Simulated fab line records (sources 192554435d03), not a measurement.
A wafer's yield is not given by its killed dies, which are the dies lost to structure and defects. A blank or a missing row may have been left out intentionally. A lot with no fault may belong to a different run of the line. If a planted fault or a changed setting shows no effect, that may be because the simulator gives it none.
Which of the tools did it? / flow n5_finfet / Sampling: 9 lots, 25 wafers, 5 of 1938 route steps

== WHAT THE GAUGES READ, wafer by wafer ==
N5_MOL_CONTACT_COAG_CD_MEAS_84 targets a cd of 25.1 nm.
lot=L188; measured=day 5 01:44; on=cd_sem-01; cd_nm (nm)=25.54 25.39 25.38
lot=L193; measured=day 6 09:22; on=cd_sem-03; cd_nm (nm)=24.30 23.37 22.24
lot=L194; measured=day 6 12:07; on=cd_sem-02; cd_nm (nm)=22.41 16.14 19.01
lot=L204; measured=day 9 04:20; on=cd_sem-01; cd_nm (nm)=25.26 25.02 25.15
lot=L205; measured=day 9 12:09; on=cd_sem-02; cd_nm (nm)=24.84 25.00 24.99
lot=L207; measured=day 9 20:37; on=cd_sem-03; cd_nm (nm)=25.56 25.33
lot=L208; measured=day 10 05:59; on=cd_sem-03; cd_nm (nm)=24.91 25.00 25.14
lot=L210; measured=day 10 12:16; on=cd_sem-01; cd_nm (nm)=25.40 25.24
lot=L211; measured=day 10 19:38; on=cd_sem-01; cd_nm (nm)=25.10 25.34 25.15

== WHICH TOOL RAN EACH LOT (tool, then ch and the chambers of the sampled wafers, then the start) ==
lot=L188; N5_MOL_CONTACT_COAG_ETCH_59=rie_diel-03 ch 0,2,3, day 4 15:11; N5_MOL_CONTACT_COAG_SPUTTER_143=pvd_sputter-03, day 4 17:23; N5_MOL_CONTACT_COAG_ALD_27=ald_sin-02 ch 0,2, day 4 21:01; N5_MOL_CONTACT_COAG_EXPOSE_81=euv_scanner-01 ch 0, day 5 01:37
lot=L193; N5_MOL_CONTACT_COAG_ETCH_59=rie_diel-01 ch 2,3, day 5 22:56; N5_MOL_CONTACT_COAG_SPUTTER_143=pvd_sputter-02, day 6 01:37; N5_MOL_CONTACT_COAG_ALD_27=ald_sin-02 ch 1,2,3, day 6 06:22; N5_MOL_CONTACT_COAG_EXPOSE_81=euv_scanner-02 ch 0, day 6 09:13
lot=L194; N5_MOL_CONTACT_COAG_ETCH_59=rie_diel-05 ch 1,3, day 6 02:40; N5_MOL_CONTACT_COAG_SPUTTER_143=pvd_sputter-02, day 6 06:14; N5_MOL_CONTACT_COAG_ALD_27=ald_sin-04 ch 1,2, day 6 09:22; N5_MOL_CONTACT_COAG_EXPOSE_81=euv_scanner-02 ch 0, day 6 11:59
lot=L204; N5_MOL_CONTACT_COAG_ETCH_59=rie_diel-05 ch 0,1,3, day 8 18:59; N5_MOL_CONTACT_COAG_SPUTTER_143=pvd_sputter-03, day 8 21:49; N5_MOL_CONTACT_COAG_ALD_27=ald_sin-04 ch 0,1,2, day 9 00:49; N5_MOL_CONTACT_COAG_EXPOSE_81=euv_scanner-02 ch 0, day 9 04:12
lot=L205; N5_MOL_CONTACT_COAG_ETCH_59=rie_diel-03 ch 1,3, day 9 00:59; N5_MOL_CONTACT_COAG_SPUTTER_143=pvd_sputter-02, day 9 06:10; N5_MOL_CONTACT_COAG_ALD_27=ald_sin-02 ch 1,3, day 9 09:25; N5_MOL_CONTACT_COAG_EXPOSE_81=euv_scanner-02 ch 0, day 9 12:01
lot=L207; N5_MOL_CONTACT_COAG_ETCH_59=rie_diel-03 ch 1, day 9 10:28; N5_MOL_CONTACT_COAG_SPUTTER_143=pvd_sputter-03, day 9 14:08; N5_MOL_CONTACT_COAG_ALD_27=ald_sin-04 ch 0,2, day 9 17:51; N5_MOL_CONTACT_COAG_EXPOSE_81=euv_scanner-02 ch 0, day 9 20:29
lot=L208; N5_MOL_CONTACT_COAG_ETCH_59=rie_diel-05 ch 0,2,3, day 9 21:08; N5_MOL_CONTACT_COAG_SPUTTER_143=pvd_sputter-03, day 9 23:52; N5_MOL_CONTACT_COAG_ALD_27=ald_sin-03 ch 0,3, day 10 03:14; N5_MOL_CONTACT_COAG_EXPOSE_81=euv_scanner-02 ch 0, day 10 05:50
lot=L210; N5_MOL_CONTACT_COAG_ETCH_59=rie_diel-03 ch 2,3, day 10 03:12; N5_MOL_CONTACT_COAG_SPUTTER_143=pvd_sputter-02, day 10 05:41; N5_MOL_CONTACT_COAG_ALD_27=ald_sin-04 ch 0, day 10 09:31; N5_MOL_CONTACT_COAG_EXPOSE_81=euv_scanner-02 ch 0, day 10 12:07
lot=L211; N5_MOL_CONTACT_COAG_ETCH_59=rie_diel-01 ch 0,1,2, day 10 10:59; N5_MOL_CONTACT_COAG_SPUTTER_143=pvd_sputter-02, day 10 13:29; N5_MOL_CONTACT_COAG_ALD_27=ald_sin-04 ch 1,2,3, day 10 16:52; N5_MOL_CONTACT_COAG_EXPOSE_81=euv_scanner-02 ch 0, day 10 19:30
- N5_MOL_CONTACT_COAG_ETCH_59: etches underlayer in N2/H2, target depth 13 nm, time 10.4 s.
- N5_MOL_CONTACT_COAG_SPUTTER_143: material Co, target thk 2.5 nm.
- N5_MOL_CONTACT_COAG_ALD_27: deposits SiOC, target thk 17 nm, pulse time 1.5 s, time 2720 s.
- N5_MOL_CONTACT_COAG_EXPOSE_81: exposes mask VG, defocus 0 nm.

== THE ANSWER, worked out from the rows above alone ==
Rule: the usual values come from the lots themselves. Put in order of their means at a reading, lots are off if they are a third of the lots or fewer, leave a main group of 4 or more, and stand apart from it by a gap of 3 or more times the standard deviation of the main group's means; of several such gaps the widest counts. If all means in a main group match to the digits the tables above print for the reading, that group is not used. Also off: a lot with no number at a reading for which 4 or more lots have one. Where the step has rows for the other lots, those lots are counted as sound.
Off at N5_MOL_CONTACT_COAG_CD_MEAS_84 (cd_nm): L193, L194. The main group has a mean of 25.21 nm with a standard deviation of 0.18.
If a tool, at a process step before that reading, ran all the lots that are off and no sound lot after the first of them, it fits. Those tools and the gauges at N5_MOL_CONTACT_COAG_CD_MEAS_84 are tried in the same way. Of those tried, none fits.

== WHAT HAD BEEN PUT IN BY THE SIMULATOR ==
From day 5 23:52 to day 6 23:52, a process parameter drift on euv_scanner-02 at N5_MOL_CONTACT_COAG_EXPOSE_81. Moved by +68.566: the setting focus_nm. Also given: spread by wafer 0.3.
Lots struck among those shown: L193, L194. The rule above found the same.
